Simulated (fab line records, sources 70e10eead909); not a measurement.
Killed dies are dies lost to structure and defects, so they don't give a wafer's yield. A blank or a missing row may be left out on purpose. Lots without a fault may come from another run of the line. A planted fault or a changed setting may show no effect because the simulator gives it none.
Problem report in the 8D (eight disciplines) form, filled by code | flow nand_harc | the parts of the form that need people (team, actions taken, sign-off) are left out

1. THE PROBLEM
run_length_s at NHARC_A_STAIRCASE_ETCH_13 reads a mean of 67.5 s on 2 wafers of 2 lots; wafers without a fault read 61.7 s with a standard deviation of 0.31. That is +19 standard deviations from the usual mean.
The step: etches the open film in C4F8/O2, target depth 100 nm, time 40.5 s.
First seen on wafer L398.5, day 19 23:44, on rie_diel-12. The record holds 36 wafers of 12 lots with a number at this step. Rule for "out", or "out of limits": more than 4 standard deviations from the usual mean. The other wafers with a number count as sound.

2. WHAT IT IS AND WHAT IT IS NOT
question                    | is                | is not
which readings at this step | run_length_s      | chamber_pressure_mTorr, oes_product_au, rf_vpp_V
which lots                  | L398, L399        | L390, L391, L403, L406, L407, L408, L409, L410, L411, L412
which wafers of those lots  | L398.5, L399.6    | L398.1, L398.4, L399.3, L399.4
read on which tools         | rie_diel-12       | rie_diel-03, rie_diel-13
when                        | from day 19 23:44 | up to then (8 sound wafers); but 26 sound wafers of L399, L403, L406, L407, L408, L409, L410, L411, L412 came after

3. SUSPECTS, AND WHAT RULES EACH OUT
Counting: a tool at a process step up to the reading stays a suspect if it ran every lot that is out. Sound lots after the first of them don't rule it out here, since some wafers of a struck lot are sound.
- plasma_asher-02 at NHARC_A_STAIRCASE_STRIP_171 (strips in O2): kept. It ran every lot that is out, first L398 (day 19 21:54); its last sound lot up to then is L390 (day 16 04:57).
- rie_diel-12 at NHARC_A_STAIRCASE_ETCH_13 (etches the open film in C4F8/O2, target depth 100 nm, time 40.5 s): kept. It ran every lot that is out, first L398 (day 19 23:44). Its own readings are out on those wafers: run_length_s.
Left after counting: plasma_asher-02 at NHARC_A_STAIRCASE_STRIP_171, rie_diel-12 at NHARC_A_STAIRCASE_ETCH_13.

4. THE CAUSE (what the simulator had put in)
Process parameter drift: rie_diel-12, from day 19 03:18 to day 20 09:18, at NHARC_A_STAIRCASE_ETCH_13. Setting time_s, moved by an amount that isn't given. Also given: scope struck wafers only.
Counting left 2 suspects, and this tool is among them.

5. THE CHAIN OF EFFECTS, in route order
Each row: a reading whose mean over the struck wafers that have a number lies more than 3 standard deviations from the usual. Only readings for which the record gives a usual standard deviation are gone through. hours: the time from each lot's start at the first step in this table that gives one to its start at this step, as a median over the lots. sigmas: the change in usual standard deviations.
hours | step                      | reading      | usual  | on struck wafers | change | sigmas
0     | NHARC_A_STAIRCASE_ETCH_13 | run_length_s | 61.7 s | 67.5             | +5.8   | +19
The process steps in it:
- NHARC_A_STAIRCASE_ETCH_13: etches the open film in C4F8/O2, target depth 100 nm, time 40.5 s.

6. WHAT WOULD HAVE CAUGHT IT SOONER
In this record the first reading out of limits was taken at day 19 23:44, 20 hours after the fault began at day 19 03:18.
